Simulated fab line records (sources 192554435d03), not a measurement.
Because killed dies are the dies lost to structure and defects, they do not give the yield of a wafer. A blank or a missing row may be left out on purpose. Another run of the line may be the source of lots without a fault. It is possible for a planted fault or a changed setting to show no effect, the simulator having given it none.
Struck lot and sound lot, side by side :: flow n5-finfet :: 40 out of 1938 route steps
Sound: wafers L989.1, L989.3, L989.6. Struck: wafer L101.1. (L101.2, L101.4 of the same lot were not struck and are left out.) The cause comes at the end.
At each step with rows: each side's tool, then ch and its chambers, then its first start. Under that, the readings that differ: sound wafers :: struck wafers :: difference of the means :: sigmas: that difference in standard deviations of wafers without a fault.
alike: a reading whose means differ by less than 2 such deviations, as well as words and numbers matching on both sides. not compared: withheld readings; readings where some wafer has no value; bounds like >300 that might hide an equal value; numbers whose values overlap and for which the record gives no deviation.
The two part at a step that has a row with sigmas, a row that says differs or no value, or rows on one side only. When numbers do not overlap yet have no deviation, they are printed without sigmas and do not part them. A reading missing from all wafers of one side parts the sides only when that side holds two or more wafers.

first, 11 steps without rows for these wafers: N5_STI_FIN_REVEAL_ALD_14 (deposits Si3N4, target thk 3 nm); N5_STI_FIN_REVEAL_FCVD_FILL_01 (material SiO2 flowable, target thk 312 nm, time 512.2 s); N5_STI_FIN_REVEAL_DENSIFY_02 (time 1800 s); N5_STI_FIN_REVEAL_CMP_04 (polishes, stops on Si3N4, t overpolish 4 s, target thk 131.83 nm); N5_STI_FIN_REVEAL_DENSIFY_30; N5_STI_FIN_REVEAL_ETCHBACK_08 (etches SiO2 in C4F6/O2, target depth 30.5 nm, time 10.167 s); N5_STI_FIN_REVEAL_STRIP_24 (strips in N2/H2, time 90 s); N5_STI_FIN_REVEAL_PRECLEAN_25 (cleans in SPM, time 90 s); N5_STI_FIN_REVEAL_PRECLEAN_26 (cleans in SC1, time 45 s); N5_STI_FIN_REVEAL_PRECLEAN_29 (cleans in DHF, time 30 s); N5_STI_FIN_REVEAL_SRD_12 (time 30 s).
N5_STI_FIN_REVEAL_RECESS_09: chemistry HF/NH3, target SiO2, afs cycles 11, target depth 42.5 nm, sublimation time 60 s.
  sound on vapor-etch-02 ch 0,1, day 3 05:16; struck on vapor-etch-02 ch 0, day 6 06:01
  alike: drypump-motor-current-A
then, 10 steps without rows for these wafers: N5_STI_FIN_REVEAL_STRIP_16 (strips SiNx in H3PO4, target depth 23.8 nm); N5_STI_FIN_REVEAL_PRECLEAN_17 (cleans in NF3:NH3, afs cycles 1, time 20 s, sublimation time 60 s); N5_STI_FIN_REVEAL_ETCH_34 (etches Si in H2, material Si, target depth 0.97 nm); N5_STI_FIN_REVEAL_OXIDATION_31 (chemistry O2 PLASMA REMOTE, time 20 s); N5_STI_FIN_REVEAL_PRECLEAN_32 (cleans in NF3:NH3, afs cycles 1, time 20 s, sublimation time 60 s); N5_STI_FIN_REVEAL_STRIP_35 (strips Si3N4 in H3PO4, target depth 4 nm, time 39 s); N5_STI_FIN_REVEAL_SRD_21 (time 30 s); N5_STI_FIN_REVEAL_OXIDATION_33 (chemistry O2 PLASMA REMOTE, time 20 s); N5_STI_FIN_REVEAL_CLEAN_19 (cleans in O3/DIW, time 120 s); N5_STI_FIN_REVEAL_SRD_23 (time 30 s).
N5_STI_FIN_REVEAL_FIN_H_MEAS_10:
  struck on ocd-01, day 6 08:43; sound on ocd-01, day 3 07:58
reading: trench-depth-nm (nm)
sound: 52.9 52.3 54.4
struck: 48.0
difference: -5.2
sigmas: -6
then, 15 steps without rows for these wafers: N5_STI_FIN_REVEAL_PRECLEAN_18 (cleans in SC2, time 45 s); N5_STI_FIN_REVEAL_SRD_28 (time 30 s); N5_DUMMY_GATE_PRECLEAN_00 (cleans in O3/DIW, time 60 s); N5_DUMMY_GATE_SRD_01 (time 30 s); N5_DUMMY_GATE_ALD_02 (deposits SiO2, target thk 2 nm, pulse time 1 s); N5_DUMMY_GATE_CVD_03 (deposits a-Si from SiH4, target thk 150 nm, time 8042 s); N5_DUMMY_GATE_PRECLEAN_46 (cleans in DIW, time 89.5 s); N5_DUMMY_GATE_SRD_47 (dry time 32 s); N5_DUMMY_GATE_CMP_04 (polishes a-Si); N5_DUMMY_GATE_HM_DEP_06 (deposits SiNx from DCS/NH3, target thk 80 nm, time 5141 s); N5_DUMMY_GATE_PECVD_30 (deposits SiO2 from TEOS/O2, target thk 55 nm, time 10.8 s); N5_DUMMY_GATE_COAT_34 (time 60 s, resist thk 60 nm); N5_DUMMY_GATE_COAT_35 (time 60 s, resist thk 10 nm); N5_DUMMY_GATE_COAT_28 (time 60 s, resist thk 10 nm); N5_DUMMY_GATE_COAT_09 (resist thk 30 nm).
-- the record jumps here: 7 days lie between the struck wafers' starts before and after (it left off in module DUMMY_GATE and takes up again in module BEOL_M4, whose first step shown is number 1111 of the route) --
N5_BEOL_M4_RC_MEAS_101:
  sound on prober-01 ch 0, day 8 14:51; struck on prober-01 ch 0, day 13 14:22
reading: IOFF_N (nA/um)
sound: 0.19 0.25 0.18
struck: 0.33
difference: +0.12
sigmas: +4

reading: IOFF_N_85C (nA/um)
sound: 3.6 4.5 3.4
struck: 5.6
difference: +1.8
sigmas: +4

reading: ION_N (uA/um)
sound: 691 700 704
struck: 643
difference: -55
sigmas: -4

reading: ION_P (uA/um)
sound: 469 472 483
struck: 438
difference: -37
sigmas: -4

reading: SS_N (mV/dec)
sound: 71.5 72.5 70.8
struck: 77.1
difference: +5.5
sigmas: +9

reading: VT_N (mV)
sound: 243 242 244
struck: 254
difference: +11
sigmas: +3
  alike: DIBL_N, DIBL_P, IOFF_P, SS_P, VT_P
-- a jump in the record: the struck wafers' starts before and after are 5 days apart (it breaks off in module BEOL_M4 and resumes in module PASSIVATION, where the first step shown is number 1936 of the route) --
N5_PASSIVATION_PROBE_49:
  struck on prober-02, day 18 17:04; sound on prober-02, day 11 20:46
reading: sort_bin_4_leakage (%)
sound: 0 0 0
struck: 1.44
difference: +1.44
sigmas: 

reading: sort_bin_8_speed (%)
sound: 0 0 0
struck: 7.03
difference: +7.03
sigmas: +99 or more

reading: sort-n-pass
sound: 1063 1059 1071
struck: 974
difference: -90
sigmas: -5

reading: sort-yield-pct (%)
sound: 90.1 89.7 90.8
struck: 82.5
difference: -7.7
sigmas: -5
  alike: defect-limited-yield, killed_at_M0_to_M3, killed_at_M4_up, killed-at-contacts, killed-at-front-end, killed-at-other, killed-dies, killed-open, killed-short, sort_bin_5_function, sort_bin_6_memory

## WHERE THEY PART
Last at N5_PASSIVATION_PROBE_49 as far as this record goes, first at N5_STI_FIN_REVEAL_FIN_H_MEAS_10.

WHY: what the simulator had put in
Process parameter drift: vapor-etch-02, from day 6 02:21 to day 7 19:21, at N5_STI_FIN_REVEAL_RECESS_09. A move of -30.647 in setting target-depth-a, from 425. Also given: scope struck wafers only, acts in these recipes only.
